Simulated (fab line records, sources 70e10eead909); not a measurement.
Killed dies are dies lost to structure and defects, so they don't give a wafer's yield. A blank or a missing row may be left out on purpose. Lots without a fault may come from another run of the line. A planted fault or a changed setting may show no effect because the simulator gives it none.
Chamber matching | flow nand_harc | NHARC_P_M1_PRE_CLEAN_32 on pecvd-02: 3 sister chambers
The step time 12 s. 6 wafers are shown with their chamber, then 7 later ones without.

WAFERS WITH THEIR CHAMBER
wafer  | chamber | heater_power_w (W)
L845.1 | 0       | 543
L846.5 | 0       | 508
L852.5 | 2       | 624
L852.6 | 1       | 712
L855.3 | 1       | 706
L855.4 | 2       | 597

WAFERS WITHOUT THEIR CHAMBER
wafer  | heater_power_w (W)
L855.5 | 700
L856.3 | 685
L856.4 | 676
L856.6 | 545
L857.1 | 550
L857.4 | 533
L857.6 | 709

WHICH CHAMBER EACH WENT THROUGH
wafer  | from the rows above     | in truth
L855.5 | 1                       | 1
L856.3 | 1                       | 1
L856.4 | can't be placed: 1 or 2 | 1
L856.6 | 0                       | 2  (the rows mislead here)
L857.1 | can't be placed: 0 or 2 | 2
L857.4 | 0                       | 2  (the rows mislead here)
L857.6 | 1                       | 1
Placed correctly: 3 of 7. Can't be placed from these rows: 2 (the true chamber is among the candidates in 2). Placed wrongly: 2.
How it was worked out, from the rows above alone: a wafer's distance from a chamber is the root of the sum, over the readings, of the square of ((its reading less the chamber's mean) divided by the reading's scatter). The wafer belongs to the nearest chamber; if the next one is less than 2 further off, it can't be placed. A chamber's mean is the mean of its shown wafers. The scatter: the root of (the sum of the squares of (reading less its chamber's mean) over the shown wafers, divided by (wafers less chambers)).
